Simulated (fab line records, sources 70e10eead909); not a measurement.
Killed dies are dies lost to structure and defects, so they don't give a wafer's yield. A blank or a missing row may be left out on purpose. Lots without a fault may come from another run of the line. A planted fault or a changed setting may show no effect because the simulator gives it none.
fab line records | flow nand_harc
record lots=14 wafers=42 last_day=25
route steps=1159 shown P_STI@88 P_GATE@141
lots that met no fault: from a run of the same line without faults
start_h: hours from the record's first day to the start of the lot's first wafer shown | wait_h: hours since the lot's step before | " the same as in the row above | L1.1+2: a row that stands for several wafers | - no value, or no start given | * or withheld: withheld | < > ~ a bound
route shown NAME@n: a module of which the file shows steps, and the number in the route of the first | usual: mean/standard deviation of fault-free wafers | same: alike in all rows | chamber/n: place in a boat | sites: the reading at each site | _std_site: their standard deviation | _edge_site: outer sites' mean less inner sites' | radius_mm: how far each site lies from the wafer's centre | mask NAME#n: copy n | behind: the tool/chamber that last shaped the wafer | hold: why the lot was held/for how many hours/how that ended | device: the transistor (n, p or np) that didn't switch | end of line: the same wafers' tests at the end of the route | a step without rows: its recipe alone | killed: dies lost to structure and defects at the first sort, not the wafer's yield | map: a wafer's dies, x killed, . not, _ none there
set.NAME: the setting as run; set.NAME@STEP: as run at that earlier step | model.NAME: the simulator's own value behind a step, which no gauge read
steps of the route over a sample of lots; a table a step, a row a wafer
services: from which hour (start_h, from the record's first day; less than 0 if before it) a tool's chamber was out of use, for how many hours, and why
## steps
# step NHARC_P_STI_ETCH_42
# recipe target_depth_a=800 overetch_a=240 time_s=61 ion_energy_ev=200 n2_flow_sccm=150 h2_flow_sccm=150 ar_flow_sccm=0 rf_w=400 bias_w=150 chemistry=N2/H2
# usual bias_w=150.0/0.42 chamber_pressure_mTorr=30.000/0.027 drypump_motor_current_A=5.75/0.29 oes_product_au=1.005/0.0098 rf_vpp_V=431.5/2.4 showerhead_plenum_p_Torr=2.08/0.08 throttle_valve_pct=14.170/0.011
# columns lot.wafer tool chamber start_h wait_h bias_w chamber_pressure_mTorr drypump_motor_current_A oes_product_au rf_hours_counter_h rf_vpp_V showerhead_plenum_p_Torr throttle_valve_pct
L691.4 rie_diel-08 0 41.19 0.1 149.9 29.963 6.06 1.010 4.4 430.2 2.01 14.169
L691.3 " 1 " " 150.0 30.015 5.57 0.990 4.4 428.4 1.98 14.183
L691.2 " 2 " " 150.4 29.994 5.75 1.002 4.5 436.2 2.20 14.163
L692.3 rie_diel-13 2 47.54 0.1 150.5 29.968 5.51 1.017 3.3 430.8 2.09 14.163
L692.4 " 1 " " 149.9 30.032 6.23 1.007 3.2 433.9 2.12 14.166
L692.5 " 3 " " 150.3 29.982 5.65 1.019 - 435.2 2.19 14.158
L693.3 rie_diel-13 3 54.52 0.1 150.4 29.974 5.65 1.023 3.7 434.5 2.19 14.180
L693.4 " 0 " " 149.6 29.993 5.69 1.011 3.8 431.7 2.06 14.172
L693.6 " 2 " " 150.1 30.054 5.49 1.017 - 430.0 2.09 14.166
L694.2 rie_diel-08 0 63.15 0.1 151.0 30.016 6.09 1.004 5.0 429.7 2.01 14.185
L694.5 " 1 " " 149.4 30.015 5.58 0.986 - 429.7 1.98 14.185
L694.6 " 2 " " 150.2 30.027 5.76 1.000 - 434.1 2.20 14.186
L695.4 rie_diel-13 1 66.47 0.1 150.2 30.004 6.20 0.999 4.2 433.1 2.12 14.163
L695.5 " 2 " " 150.5 30.032 5.50 1.003 - 431.5 2.09 14.158
L695.6 " 3 " " 149.7 29.998 5.63 1.019 - 433.6 2.19 14.182
L696.2 rie_diel-01 3 73.93 0.1 150.3 30.012 6.15 0.990 2.6 431.0 2.02 14.170
L696.6 " 1 " " 149.5 29.964 6.05 1.001 - 431.1 2.07 14.166
L696.5 " 2 " " 150.8 30.027 5.38 1.007 - 435.0 2.19 14.191
L697.1 rie_diel-08 3 74.08 0.1 150.1 29.979 5.41 1.000 6.2 428.7 1.94 14.181
L697.3 " 1 " " 149.8 30.023 5.57 0.990 6.0 429.8 1.98 14.168
L697.4 " 2 " " 149.9 29.939 5.78 1.000 6.3 434.6 2.20 14.170
L698.2 rie_diel-08 3 86.47 0.1 150.0 29.987 5.42 0.997 6.8 427.2 1.94 14.169
L698.6 " 0 " " 150.7 29.992 6.08 1.001 - 428.4 2.01 14.190
L698.5 " 1 " " 150.4 29.972 5.58 0.987 - 429.1 1.98 14.165
L699.4 rie_diel-13 1 86.61 0.1 150.3 30.003 6.21 0.991 4.6 433.4 2.12 14.170
L699.1 " 2 " " 150.6 30.053 5.52 1.010 4.6 432.6 2.09 14.172
L699.6 " 0 " " 149.8 29.979 5.72 1.012 - 431.6 2.06 14.158
L702.1 rie_diel-08 0 107.19 0.1 149.6 29.988 6.07 1.014 7.7 428.6 2.01 14.172
L702.2 " 1 " " 150.3 30.028 5.56 0.997 8.0 429.7 1.98 14.163
L702.3 " 2 " " 149.3 30.001 5.79 0.997 8.6 434.3 2.20 14.163
L709.4 rie_diel-13 3 149.36 0.1 - - - - - - - -
L709.3 " 1 " " - - - - - - - -
L709.6 " 3 " " - - - - - - - -
L710.1 rie_diel-13 0 156.04 0.1 - - - - - - - -
L710.4 " 1 " " - - - - - - - -
L710.3 " 2 " " - - - - - - - -
L712.1 rie_diel-13 0 167.83 0.1 150.3 30.005 5.71 1.021 2.3 430.8 2.06 14.163
L712.2 " 2 " " 150.6 29.949 5.52 1.005 2.2 433.2 2.09 14.162
L712.5 " 0 " " 150.0 30.026 5.68 1.009 - 430.0 2.06 14.189
L713.3 rie_diel-01 3 175.98 0.1 149.9 30.005 6.19 1.004 0.6 429.0 2.02 14.175
L713.2 " 0 " " 150.5 30.004 5.39 0.991 0.6 430.7 1.99 14.177
L713.5 " 3 " " 149.4 30.007 6.18 0.990 - 429.3 2.02 14.179
# step NHARC_P_STI_CMP_21
# recipe t_overpolish_s=20 target_thk_nm=380.67
# usual motor_current_A=11.4/1.3 overpolish_run_s=20.000/0.0084 retaining_ring_pressure_frac=1.000/0.0049
# columns lot.wafer tool chamber start_h wait_h motor_current_A overpolish_run_s retaining_ring_pressure_frac
L691.2 cmp-01 1 62.81 0.4 11.3 19.992 1.001
L691.4 " 2 " " 14.4 19.995 1.005
L691.3 " 3 " " 12.0 19.993 0.997
L692.4 cmp-02 2 68.73 0.4 10.2 20.002 1.002
L692.3 " 3 " " 11.6 19.997 1.008
L692.5 " 2 " " 10.2 20.008 1.008
L693.3 cmp-02 2 76.13 0.4 10.1 20.023 0.990
L693.4 " 0 " " 10.6 19.975 0.999
L693.6 " 1 " " 9.4 20.005 1.005
L694.2 cmp-04 1 84.20 0.4 13.2 20.008 1.000
L694.5 " 0 " " 11.8 19.992 0.996
L694.6 " 1 " " 12.8 20.002 0.998
L695.4 cmp-02 1 84.23 0.4 9.6 19.998 1.002
L695.6 " 3 " " 11.7 20.010 1.000
L695.5 " 0 " " 10.9 19.999 0.995
L697.1 cmp-02 1 92.50 0.4 10.1 19.994 0.998
L697.3 " 2 " " 10.7 20.000 0.999
L697.4 " 3 " " 12.0 19.993 0.992
L696.2 cmp-01 1 92.52 0.4 11.4 20.002 0.992
L696.5 " 0 " " 13.0 20.016 1.009
L696.6 " 1 " " 11.2 20.004 0.995
L699.4 cmp-02 2 106.03 0.4 10.1 20.022 1.005
L699.1 " 0 " " 11.3 19.998 0.995
L699.6 " 2 " " 9.9 19.996 0.996
L698.2 cmp-02 3 106.18 0.6 11.6 19.990 0.991
L698.6 " 2 " " 9.5 20.007 1.009
L698.5 " 3 " " 12.1 20.005 0.998
L702.1 cmp-02 2 135.97 0.4 10.1 20.006 1.001
L702.3 " 0 " " 11.3 19.999 0.994
L702.2 " 1 " " 9.4 19.999 0.993
L709.4 cmp-01 0 169.92 0.4 12.6 20.006 0.999
L709.3 " 1 " " 11.3 20.020 1.006
L709.6 " 2 " " 13.1 20.001 1.001
L710.4 cmp-01 2 177.46 0.4 13.8 20.004 1.008
L710.3 " 3 " " 11.9 20.001 1.013
L710.1 " 1 " " 11.0 19.999 1.005
L712.2 cmp-04 1 183.34 0.4 12.2 20.007 0.995
L712.1 " 3 " " 12.4 19.992 0.991
L712.5 " 0 " " 11.0 19.992 0.999
L713.3 cmp-04 3 196.15 0.4 12.6 20.000 1.001
L713.2 " 0 " " 11.7 20.014 0.999
L713.5 " 2 " " 9.4 20.008 0.997
# step NHARC_P_GATE_CD_MEAS_26
# recipe target_cd_nm=120 landing_energy_ev=500
# usual cd_nm=120.1/0.54
# columns lot.wafer tool chamber start_h wait_h cd_nm
L691.2 cd_sem-02 0 93.27 - 120.8
L691.3 " 0 " " 121.3
L691.4 " 0 " " 121.0
L692.3 cd_sem-02 0 101.42 - 119.0
L692.4 " 0 " " 119.9
L692.5 " 0 " " 119.7
L693.3 cd_sem-03 0 108.04 - 119.7
L693.4 " 0 " " 119.9
L693.6 " 0 " " 119.3
L694.2 cd_sem-03 0 115.02 - 119.7
L694.5 " 0 " " 120.4
L694.6 " 0 " " 120.4
L695.4 cd_sem-01 0 115.27 - 119.4
L695.5 " 0 " " 119.4
L695.6 " 0 " " 119.5
L697.1 cd_sem-02 0 124.92 - 119.5
L697.3 " 0 " " 120.3
L697.4 " 0 " " 120.4
L696.2 cd_sem-02 0 125.71 - 119.7
L696.5 " 0 " " 120.0
L696.6 " 0 " " 120.7
L699.1 cd_sem-02 0 138.85 - 119.7
L699.4 " 0 " " 121.1
L699.6 " 0 " " 120.4
L698.2 cd_sem-03 0 139.01 - 119.8
L698.5 " 0 " " 120.2
L698.6 " 0 " " 120.1
L702.1 cd_sem-01 0 166.59 - 120.7
L702.2 " 0 " " 119.7
L702.3 " 0 " " 120.6
L712.1 cd_sem-01 0 215.78 - 119.3
L712.2 " 0 " " 119.5
L712.5 " 0 " " 119.5
L713.2 cd_sem-01 0 226.91 - 120.6
L713.3 " 0 " " 120.4
L713.5 " 0 " " 120.3
# step NHARC_P_GATE_OVL_MEAS_27
# usual overlay_x_nm=0.0/0.91 overlay_y_nm=-0.1/0.68
# columns lot.wafer tool chamber start_h wait_h overlay_x_nm overlay_y_nm
L691.2 overlay-01 - 93.36 - 0.2 -0.5
L691.3 " - " " 0.6 -0.2
L691.4 " - " " 0.4 -0.5
L692.3 overlay-01 - 101.50 - 0.8 -0.5
L692.4 " - " " 0.7 -0.1
L692.5 " - " " 0.5 -0.2
L693.3 overlay-01 - 108.12 - 1.2 -0.7
L693.4 " - " " 1.6 -0.6
L693.6 " - " " 1.8 -0.9
L694.2 overlay-02 - 115.10 - 0.7 0.6
L694.5 " - " " 0.6 1.3
L694.6 " - " " -0.3 1.1
L695.4 overlay-02 - 115.36 - 0.4 0.7
L695.5 " - " " 0.6 1.0
L695.6 " - " " 1.0 0.5
L697.1 overlay-01 - 125.01 - 0.0 0.8
L697.3 " - " " -0.3 0.0
L697.4 " - " " -0.8 0.2
L696.2 overlay-01 - 125.79 - -0.2 -1.5
L696.5 " - " " -0.2 -1.2
L696.6 " - " " 0.4 -0.9
L699.1 overlay-02 - 138.94 - 0.6 -0.2
L699.4 " - " " 0.1 -0.2
L699.6 " - " " 0.4 -0.8
L698.2 overlay-02 - 139.10 - -1.4 -0.3
L698.5 " - " " -2.1 0.0
L698.6 " - " " -1.2 -0.7
L702.1 overlay-01 - 166.67 - -2.0 1.2
L702.2 " - " " -0.6 1.1
L702.3 " - " " -1.6 1.5
L712.1 overlay-01 - 215.87 - 1.4 0.8
L712.2 " - " " 1.1 -0.1
L712.5 " - " " 0.7 0.1
L713.2 overlay-02 - 226.99 - 0.1 -0.4
L713.3 " - " " 0.0 -0.5
L713.5 " - " " -0.1 -0.6
## services
# columns tool chamber start_h hours kind
rie_diel-13 2 17.61 2.8 repair
cmp-02 - 22.08 0.4 repair
cmp-02 - 50.61 4.0 pm
cmp-04 - 52.17 9.2 repair
cmp-04 - 75.21 3.2 repair
cmp-04 - 81.19 1.4 repair
cmp-01 - 81.69 4.0 pm
cmp-01 - 94.78 13.5 repair
rie_diel-13 - 99.00 9.0 pm
rie_diel-01 1 99.33 2.6 repair
cmp-04 - 105.00 4.0 pm
rie_diel-01 3 113.34 2.7 repair
rie_diel-01 0 113.89 10.6 repair
cmp-02 - 123.36 1.9 repair
rie_diel-08 - 124.82 9.0 pm
cmp-04 - 135.52 11.2 repair
cmp-02 - 148.61 4.0 pm
cmp-04 - 153.62 1.7 repair
cmp-04 - 172.87 2.7 repair
rie_diel-08 3 174.32 3.6 repair
rie_diel-08 1 175.28 5.2 repair
cmp-01 - 179.69 4.0 pm
rie_diel-08 3 186.98 3.7 repair
rie_diel-13 1 193.98 6.8 repair
## key
first_sign step=NHARC_P_STI_ETCH_42 reading=tool_record direction=missing
effect none on later readings
met_at NHARC_P_STI_ETCH_42
struck_lots L709,L710
later_rows_left_out L709.3,L709.4,L709.6,L710.1,L710.3,L710.4
sort_left_out L709.3,L709.4,L709.6,L710.1,L710.3,L710.4
tester_left_out L709,L710
not_acting_at NHARC_P_STI_CMP_21,NHARC_P_GATE_CD_MEAS_26,NHARC_P_GATE_OVL_MEAS_27
onset_between 86.61 149.36
fault kind=skipped_step_whole tool=rie_diel-13 chamber=- onset_h=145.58 steps=NHARC_P_STI_ETCH_42 scope=struck_lots_only
# tester_left_out: of these lots the tester's yield and bins aren't shown, on N5 and GAA mostly nor the transistor test; their killed dies are dies lost to structure and defects alone, not to doping, threshold or leakage, so they don't give the yield
# sort_left_out: the simulated sort isn't trusted on such a fault, so these wafers' sort isn't shown, and their yield isn't known
# later_rows_left_out: the simulator's readings of these wafers behind a module that went badly wrong aren't trusted and aren't shown, but for the sort
